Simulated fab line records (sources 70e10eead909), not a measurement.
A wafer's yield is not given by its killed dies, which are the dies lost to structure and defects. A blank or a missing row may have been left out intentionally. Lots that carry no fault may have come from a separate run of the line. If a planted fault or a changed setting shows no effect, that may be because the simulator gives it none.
fab line records    flow nandHarc
[record] lots = 11  wafers = 33  lastDay = 33
route steps=1302 shown P_GATE@146 END@1302
lots untouched by any fault: they come from a run of this same line in which no faults occurred
startH: the number of hours between the record's first day and the start of the first shown wafer of the lot    waitH: hours from the lot's prior step to this one    " as in the row above    L1.1+2: several wafers, shown together as one row    - value missing, or start not given    * or withheld: withheld    < > ~ a bound
route shown NAME@n: a module of which the file shows steps, and the number in the route of the first    usual: mean/standard deviation taken from wafers without a fault    same: alike in all rows    chamber/n: place in a boat    sites: each site's reading    _std_site: how widely they spread, as a standard deviation    _edge_site: outer sites' mean less inner sites'    radiusMm: for every site, how far away it sits from the centre of the wafer    mask NAME#n: copy n    behind: the most recent tool/chamber to have shaped the wafer    hold: what put the lot on hold/how long, in hours/how the hold closed    device: transistor that didn't switch, given as n, p or np    end of line: tests run on the same wafers once the route is complete    where a step has no rows: the recipe by itself    killed: dies that structure and defects cost at the first sort, which is not the same as the wafer's yield    map: a wafer's dies, marking killed ones x, the rest . and places with no die _
set.NAME: the run value of the setting; set.NAME@STEP: its run value at that earlier step    model.NAME: the simulator's own value behind a step, which no gauge read
route steps across a sampled set of lots; one table per step, one row per wafer
services: the hour from which a tool's chamber was out of use, counted from the record's first day as startH (under 0 if before that day), plus the number of hours and why
[[steps]]
[step NHARC_P_GATE_HM_OPEN_105]
[recipe] targetDepthA = 3600  o2FlowSccm = 400  cosFlowSccm = 20  arFlowSccm = 0  rfW = 500  biasW = 300  chemistry = O2/COS
[usual] chamberPressureMTorr = 20.002/0.022  drypumpMotorCurrentA = 5.8/0.53  oesProductAu = 0.996/0.011  rfFwdPowerW = 497.5/1.8  rfVppV = 467.5/2.6  showerheadPlenumPTorr = 3.14/0.12  throttleValvePct = 28.330/0.0092
lot.wafer  tool        chamber  startH  waitH  chamberPressureMTorr  drypumpMotorCurrentA  oesProductAu  rfFwdPowerW  rfHoursCounterH  rfVppV  showerheadPlenumPTorr  throttleValvePct
L703.1     rieDiel-13  3        -       -      19.971                5.1                   1.003         498.4        4                468.9   3.22                   28.330
L703.5     "           3        "       "      20.015                5.1                   1.002         496.9        -                469.9   3.22                   28.308
L703.4     "           2        "       "      20.014                5.5                   0.988         495.4        -                471.2   3.25                   28.336
L705.3     rieDiel-13  0        -       -      19.988                6.2                   1.009         499.8        4                465.2   3.05                   28.348
L705.4     "           1        "       "      19.998                5.4                   1.002         496.9        3                470.3   3.25                   28.332
L705.2     "           3        "       "      19.969                5.1                   0.996         496.6        5                467.2   3.22                   28.333
L706.2     rieDiel-09  1        -       -      20.011                6.2                   0.988         497.7        5                469.2   3.21                   28.345
L706.6     "           2        "       "      19.999                6.2                   0.998         498.5        -                468.1   3.18                   28.342
L706.5     "           3        "       "      19.993                6.3                   0.995         496.4        -                465.8   3.03                   28.339
L708.3     rieDiel-13  1        -       -      20.017                5.4                   1.014         499.7        5                470.5   3.25                   28.322
L708.5     "           1        "       "      19.998                5.5                   1.014         497.5        -                469.6   3.25                   28.312
L708.6     "           2        "       "      19.982                5.5                   1.005         497.2        -                469.6   3.25                   28.333
L710.3     rieDiel-02  0        -       -      19.997                6.6                   0.981         499.0        10               466.1   3.00                   28.330
L710.2     "           1        "       "      19.993                4.9                   0.993         494.5        10               465.0   3.04                   28.328
L710.1     "           3        "       "      19.988                5.5                   0.986         495.5        10               464.9   2.98                   28.340
L711.4     rieDiel-13  2        -       -      20.008                5.5                   0.995         496.1        0                469.6   3.25                   28.327
L711.3     "           0        "       "      19.981                6.2                   1.000         498.2        0                466.8   3.04                   28.332
L711.5     "           3        "       "      20.034                5.1                   0.986         495.8        -                470.3   3.22                   28.331
L715.4     rieDiel-09  1        -       -      19.998                6.2                   0.998         498.9        4                469.4   3.21                   28.352
L715.1     "           2        "       "      20.020                6.2                   0.996         498.8        4                468.4   3.17                   28.335
L715.6     "           1        "       "      20.024                6.2                   1.000         499.9        -                469.7   3.21                   28.319
L723.1     rieDiel-02  0        -       -      19.992                6.6                   0.986         497.5        4                464.9   3.00                   28.342
L723.4     "           2        "       "      19.981                6.2                   1.003         496.7        4                472.0   3.32                   28.330
L723.5     "           0        "       "      20.017                6.6                   0.980         499.5        -                463.8   3.00                   28.330
L724.2     rieDiel-09  0        -       -      20.044                6.3                   0.989         498.1        11               463.2   2.99                   28.335
L724.5     "           1        "       "      19.973                6.2                   0.990         497.8        -                469.4   3.21                   28.335
L724.6     "           2        "       "      19.998                6.1                   1.000         500.4        -                468.7   3.17                   28.336
L725.1     rieDiel-02  0        -       -      19.997                6.6                   0.977         499.7        5                465.8   3.00                   28.343
L725.6     "           0        "       "      20.022                6.6                   0.973         498.4        -                464.1   3.00                   28.340
L725.5     "           1        "       "      19.977                4.9                   0.985         494.9        -                465.2   3.04                   28.317
L726.4     rieDiel-02  0        -       -      19.976                6.6                   0.972         494.9        5                464.3   3.00                   28.330
L726.1     "           1        "       "      19.978                4.8                   0.986         497.0        6                467.3   3.04                   28.345
L726.5     "           2        "       "      20.015                6.2                   1.000         497.3        -                471.7   3.32                   28.346
[step NHARC_P_GATE_ETCH_32]
[recipe] targetDepthA = 1500  overEtchFrac = 1  overEtchIonEnergyEv = 40  timeS = 100.1  hbrFlowSccm = 150  cl2FlowSccm = 50  rfW = 400  icpW = 400  biasW = 100  chemistry = HBr/Cl2
[usual] chamberPressureMTorr = 15.000/0.013  drypumpMotorCurrentA = 5.8/0.46  mfcCl2Sccm = 49.99/0.15  oesProductAu = 1.002/0.012  rfFwdPowerW = 396.6/1.5  throttleValvePct = 26.406/0.01
lot.wafer  tool      chamber  startH  waitH  chamberPressureMTorr  drypumpMotorCurrentA  mfcCl2Sccm  oesProductAu  rfFwdPowerW  rfHoursCounterH  throttleValvePct
L703.1     rieSi-03  0        97.84   -      14.999                5.8                   49.82       1.005         396.7        0.2              26.408
L703.4     "         1        "       "      14.992                5.5                   50.05       0.995         397.6        0.2              26.399
L703.5     "         0        "       "      14.993                5.8                   50.09       0.992         395.7        -                26.405
L705.2     rieSi-05  3        117.89  -      15.013                6.4                   50.17       1.012         395.4        0.7              26.401
L705.4     "         0        "       "      14.991                5.9                   49.79       1.008         396.1        1.0              26.421
L705.3     "         1        "       "      14.989                5.4                   50.12       1.016         395.0        1.0              26.418
L706.2     rieSi-01  0        122.79  -      15.004                5.5                   50.02       1.012         396.8        0.7              26.403
L706.6     "         3        "       "      15.006                6.3                   49.90       0.986         398.6        -                26.409
L706.5     "         0        "       "      15.011                5.5                   50.26       0.996         395.6        -                26.412
L708.3     rieSi-05  3        144.92  -      14.989                6.4                   50.19       0.999         394.5        0.0              26.404
L708.5     "         1        "       "      15.006                5.4                   49.77       1.020         395.2        -                26.388
L708.6     "         2        "       "      14.998                5.8                   49.95       1.009         395.8        -                26.407
L710.1     rieSi-05  1        168.38  -      15.003                5.4                   49.95       1.012         396.8        0.2              26.407
L710.2     "         2        "       "      14.992                5.7                   49.80       1.015         397.0        0.2              26.398
L710.3     "         3        "       "      15.015                6.4                   49.96       1.004         397.0        0.1              26.410
L711.4     rieSi-05  2        176.49  -      14.981                5.7                   50.10       1.011         398.0        0.3              26.393
L711.3     "         0        "       "      15.006                5.9                   49.90       1.010         398.9        0.2              26.398
L711.5     "         3        "       "      14.983                6.4                   49.95       1.005         395.6        -                26.413
L715.4     rieSi-05  3        212.45  -      15.005                6.4                   50.06       0.993         398.4        0.5              26.408
L715.1     "         2        "       "      15.008                5.8                   50.17       1.004         394.8        0.6              26.393
L715.6     "         0        "       "      14.996                5.9                   49.82       1.009         396.7        -                26.403
L723.4     rieSi-03  0        294.80  -      15.004                5.8                   49.93       0.986         397.3        0.4              26.407
L723.1     "         2        "       "      14.991                6.4                   50.03       1.021         397.3        0.4              26.413
L723.5     "         3        "       "      15.006                6.4                   50.07       0.996         398.9        -                26.405
L724.2     rieSi-03  3        311.56  -      14.987                6.4                   50.23       0.995         396.7        0.5              26.403
L724.6     "         1        "       "      14.993                5.4                   49.72       1.009         396.8        -                26.415
L724.5     "         2        "       "      15.010                6.4                   49.96       1.013         394.6        -                26.414
L725.1     rieSi-05  2        315.43  -      15.008                5.8                   50.39       1.009         395.9        0.0              26.426
L725.6     "         0        "       "      15.019                5.9                   49.90       0.998         394.5        -                26.416
L725.5     "         1        "       "      15.025                5.4                   50.02       0.999         396.6        -                26.416
L726.4     rieSi-03  2        323.34  -      15.008                6.4                   50.12       1.020         395.6        0.6              26.401
L726.1     "         3        "       "      15.007                6.4                   49.95       1.008         396.7        0.6              26.396
L726.5     "         0        "       "      14.967                5.8                   49.88       1.004         395.4        -                26.414
[step NHARC_P_GATE_ALD_36]
[recipe] targetThkA = 200  pulseTimeS = 60  aldCycles = 223  tempC = 400  material = SiNx
[usual] heaterPowerW = 796/69  precursorPulseHeightRel = 1.003/0.02
lot.wafer  tool       chamber  startH  waitH  heaterPowerW  precursorPulseHeightRel
L703.1     aldSin-01  2        98.63   -      732           1.005
L703.4     "          1        101.78  -      803           1.003
L703.5     "          2        102.84  -      722           0.989
L705.3     aldSin-01  1        118.76  -      814           0.996
L705.2     "          2        119.81  -      715           1.026
L705.4     "          0        121.90  -      733           0.994
L706.2     aldSin-04  1        124.65  -      811           0.982
L706.5     "          0        127.79  -      661           1.023
L706.6     "          1        128.84  -      820           1.019
L708.3     aldSin-01  1        146.73  -      797           0.999
L708.5     "          0        149.88  -      758           1.011
L708.6     "          1        150.93  -      794           1.006
L710.3     aldSin-01  1        169.18  -      794           1.022
L710.1     "          2        170.23  -      730           1.011
L710.2     "          0        172.35  -      767           0.982
L711.4     aldSin-02  0        177.32  -      846           0.993
L711.3     "          3        180.51  -      804           1.051
L711.5     "          1        182.63  -      700           0.988
L715.1     aldSin-04  1        213.24  -      826           1.023
L715.4     "          2        214.28  -      788           1.002
L715.6     "          1        217.42  -      817           0.995
L723.1     aldSin-02  3        295.57  -      802           1.003
L723.4     "          2        298.73  -      931           1.016
L723.5     "          3        299.78  -      803           1.024
L724.2     aldSin-04  0        315.49  -      721           0.994
L724.6     "          1        316.54  -      863           0.992
L724.5     "          2        317.60  -      748           1.026
L725.1     aldSin-01  2        316.22  -      740           1.032
L725.5     "          2        320.50  -      753           1.030
L725.6     "          3        321.57  -      829           1.020
L726.4     aldSin-02  0        324.10  -      839           0.990
L726.1     "          1        325.16  -      702           0.996
L726.5     "          0        328.33  -      836           0.975
[step NHARC_P_GATE_EXPOSE_56]
[recipe] na = 0.6  targetCdNm = 720  doseMj = 14.81  maskId = P_PSD
lot.wafer   tool           chamber  startH  waitH  mask
L703.1+4+5  krfScanner-01  0        110.62  -      P_PSD#0
L705.2+3+4  krfScanner-01  0        130.82  -      P_PSD#0
L706.2+5+6  krfScanner-01  0        135.61  -      P_PSD#0
L708.3+5+6  krfScanner-04  0        157.74  -      P_PSD#0
L710.1+2+3  krfScanner-01  0        181.36  -      P_PSD#0
L711.3+4+5  krfScanner-04  0        189.50  -      P_PSD#0
L715.1+4+6  krfScanner-01  0        225.29  -      P_HVN#0
L723.1+4+5  krfScanner-01  0        307.66  -      P_PSD#0
L724.2+5+6  krfScanner-01  0        324.31  -      P_PSD#0
L725.1+5+6  krfScanner-04  0        328.44  -      P_PSD#0
L726.1+4+5  krfScanner-04  0        335.99  -      P_PSD#0
[step NHARC_P_GATE_CD_MEAS_59]
[recipe] targetCdNm = 720  landingEnergyEv = 500
[usual] cdNm = 718.9/2.3
lot.wafer  tool      chamber  startH  waitH  cdNm
L703.1     cdSem-03  0        110.78  -      714.4
L703.4     "         0        "       "      718.2
L703.5     "         0        "       "      715.2
L705.2     cdSem-02  0        130.98  -      720.5
L705.3     "         0        "       "      720.7
L705.4     "         0        "       "      722.1
L706.2     cdSem-01  0        135.76  -      714.8
L706.5     "         0        "       "      711.4
L706.6     "         0        "       "      717.2
L708.3     cdSem-01  0        157.89  -      719.3
L708.5     "         0        "       "      721.9
L708.6     "         0        "       "      715.1
L710.1     cdSem-03  0        181.52  -      716.4
L710.2     "         0        "       "      718.2
L710.3     "         0        "       "      718.4
L711.3     cdSem-01  0        189.65  -      716.8
L711.4     "         0        "       "      715.2
L711.5     "         0        "       "      717.9
L715.1     cdSem-01  0        225.45  -      -
L715.4     "         0        "       "      -
L715.6     "         0        "       "      -
L723.1     cdSem-01  0        307.82  -      723.9
L723.4     "         0        "       "      721.2
L723.5     "         0        "       "      722.5
L724.2     cdSem-02  0        324.46  -      721.0
L724.5     "         0        "       "      721.5
L724.6     "         0        "       "      720.4
L725.1     cdSem-02  0        328.60  -      719.2
L725.5     "         0        "       "      717.4
L725.6     "         0        "       "      719.7
L726.1     cdSem-02  0        336.14  -      721.3
L726.4     "         0        "       "      720.7
L726.5     "         0        "       "      722.3
[step NHARC_END_SORT_01]
[recipe] tempC = 25
[usual] killedAtArray = 62/15  killedAtOther = 0.8/1  killedAtPeriphery = 3.7/2.6  killedDies = 66/15  killedOpen = 3.1/1.8  killedShort = 2.6/1.7
[same] grossDies = 677
lot.wafer  tool       chamber  startH  waitH  killedAtArray  killedAtOther  killedAtPeriphery  killedDies  killedOpen  killedShort
L710.1     prober-02  0        639.58  2.5    28             1              2                  31          3           0
L710.2     prober-02  0        640.39  2.8    43             1              2                  46          3           1
L710.3     prober-02  0        641.20  3.1    34             0              2                  36          0           1
L715.1     prober-01  0        674.57  2.5    47             2              628                677         5           3
L715.4     prober-01  0        676.95  3.4    41             1              635                677         2           2
L715.6     prober-01  0        678.54  4.0    50             1              626                677         1           5
L723.1     prober-01  0        747.54  2.5    56             3              3                  62          2           0
L723.4     prober-01  0        749.94  3.4    81             2              4                  87          6           4
L723.5     prober-01  0        750.74  3.7    87             0              6                  93          2           6
// killed by level:class
L710.1 A_CHANNEL_HOLE_D2:chamberFilmFlake=10 A_STAIRCASE:chamberFilmFlake=5 A_CONTACT:chamberFilmFlake=5 A_CHANNEL_HOLE_D1:chamberFilmFlake=4 P_M0:geometricParticle:open=1 A_CHANNEL_HOLE_D2:geometricParticle:open=1 A_WL_FILL:geometricParticle:open=1 P_GATE:chamberFilmFlake=1
L710.2 A_CHANNEL_HOLE_D2:chamberFilmFlake=17 A_STAIRCASE:chamberFilmFlake=8 A_CONTACT:chamberFilmFlake=6 A_CHANNEL_HOLE_D1:chamberFilmFlake=4 A_WL_FILL:chamberFilmFlake=3 P_M0:geometricParticle:open=1 A_CHANNEL_FILL_D2:geometricParticle:short=1 A_SGD_CUT:geometricParticle:open=1
L710.3 A_CHANNEL_HOLE_D2:chamberFilmFlake=10 A_STAIRCASE:chamberFilmFlake=8 A_CONTACT:chamberFilmFlake=7 A_CHANNEL_HOLE_D1:chamberFilmFlake=6 A_SLIT:chamberFilmFlake=2 P_CONTACT:geometricParticle:short=1 P_STI:chamberFilmFlake=1 A_CHANNEL_FILL_D2:chamberFilmFlake=1
L715.1 P_GATE:areaExpose=627 A_CHANNEL_HOLE_D1:chamberFilmFlake=24 A_CONTACT:chamberFilmFlake=7 A_ZERO_WELL:chamberFilmFlake=2 A_SGD_CUT:chamberFilmFlake=2 A_WL_FILL:chamberFilmFlake=2 P_CONTACT:geometricParticle:open=1 A_SOURCE_PLATE:geometricParticle:short=1
L715.4 P_GATE:areaExpose=633 A_CHANNEL_HOLE_D1:chamberFilmFlake=31 A_CONTACT:chamberFilmFlake=3 P_M0:geometricParticle:open=1 A_ONON_D1:geometricParticle:short=1 A_WL_FILL:geometricParticle:short=1 A_CONTACT:geometricParticle:open=1 P_GATE:chamberFilmFlake=1
L715.6 P_GATE:areaExpose=625 A_CHANNEL_HOLE_D1:chamberFilmFlake=30 A_CONTACT:chamberFilmFlake=5 A_SLIT:chamberFilmFlake=3 A_M1:chamberFilmFlake=2 P_M1:geometricParticle:short=1 A_CHANNEL_FILL_D1:geometricParticle:short=1 A_CHANNEL_FILL_D2:geometricParticle:short=1
L723.1 A_CHANNEL_HOLE_D2:chamberFilmFlake=20 A_SLIT:chamberFilmFlake=15 A_CHANNEL_HOLE_D1:chamberFilmFlake=12 P_BONDPAD:chamberFilmFlake=3 A_STAIRCASE:chamberFilmFlake=3 A_WL_FILL:chamberFilmFlake=3 THIN_TSV:chamberFilmFlake=3 A_CHANNEL_FILL_D2:geometricParticle:open=1
L723.4 A_SLIT:chamberFilmFlake=31 A_CHANNEL_HOLE_D1:chamberFilmFlake=14 A_CHANNEL_HOLE_D2:chamberFilmFlake=13 A_STAIRCASE:chamberFilmFlake=7 A_WL_FILL:chamberFilmFlake=3 A_CHANNEL_HOLE_D1:geometricParticle:open=2 A_M0:geometricParticle:open=2 P_BONDPAD:chamberFilmFlake=2
L723.5 A_CHANNEL_HOLE_D2:chamberFilmFlake=30 A_SLIT:chamberFilmFlake=29 A_CHANNEL_HOLE_D1:chamberFilmFlake=8 A_STAIRCASE:chamberFilmFlake=8 P_BONDPAD:chamberFilmFlake=4 A_WL_FILL:chamberFilmFlake=4 A_ONON_D1:geometricParticle:short=2 A_CONTACT:chamberFilmFlake=2
[[services]]
tool           chamber  startH  hours  kind
krfScanner-04  -        89.74   25.6   repair
rieDiel-13     1        90.09   24.4   repair
rieSi-03       -        90.48   0.1    repair
rieDiel-13     3        121.84  8.2    repair
rieSi-05       -        128.00  9.0    pm
krfScanner-01  -        140.00  4.0    pm
krfScanner-04  -        142.08  0.6    repair
krfScanner-04  -        156.57  0.7    repair
rieDiel-13     -        165.00  9.0    pm
krfScanner-01  -        165.13  0.3    repair
rieSi-05       0        171.41  4.5    repair
rieDiel-02     2        176.32  5.1    repair
krfScanner-04  -        182.00  4.0    pm
krfScanner-01  -        190.88  0.3    repair
krfScanner-04  -        191.32  0.4    repair
rieSi-03       3        193.82  2.2    repair
rieSi-05       0        194.31  9.0    repair
aldSin-01      -        214.47  10.0   pm
rieDiel-02     -        216.79  9.0    pm
rieSi-03       -        221.00  9.0    pm
rieDiel-02     -        245.40  0.6    repair
rieDiel-13     0        251.41  1.9    repair
rieSi-05       -        305.00  9.0    pm
krfScanner-01  -        312.00  4.0    pm
[[key]]
[firstSign] step = NHARC_P_GATE_EXPOSE_56  reading = mask  direction = changed
[effect] step = NHARC_P_GATE_CD_MEAS_59  reading = cdNm  direction = missing
[effect] step = NHARC_END_SORT_01  reading = killedAtPeriphery  direction = up  sigmas = 99+  usual = 3.7  struck = 629.7
[moreKillsBornAt] NHARC_P_GATE_EXPOSE_56@krfScanner-01 = 1885
metAt NHARC_P_GATE_EXPOSE_56
struckLots L715
laterRowsLeftOut L715.1,L715.4,L715.6
testerLeftOut L715
notActingAt NHARC_P_GATE_HM_OPEN_105,NHARC_P_GATE_ETCH_32,NHARC_P_GATE_ALD_36
onsetBetween 181.36 225.29
[fault] kind = wrongMask  tool = any  chamber = -  onsetH = 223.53  steps = NHARC_P_GATE_EXPOSE_56  auxCopy = P_HVN#0  scope = struckLotsOnly
// testerLeftOut: of these lots the tester's yield and bins aren't shown, on N5 and GAA mostly nor the transistor test; their killed dies are dies lost to structure and defects alone, not to doping, threshold or leakage, so they don't give the yield
// laterRowsLeftOut: the simulator's readings of these wafers behind a module that went badly wrong aren't trusted and aren't shown, but for the sort
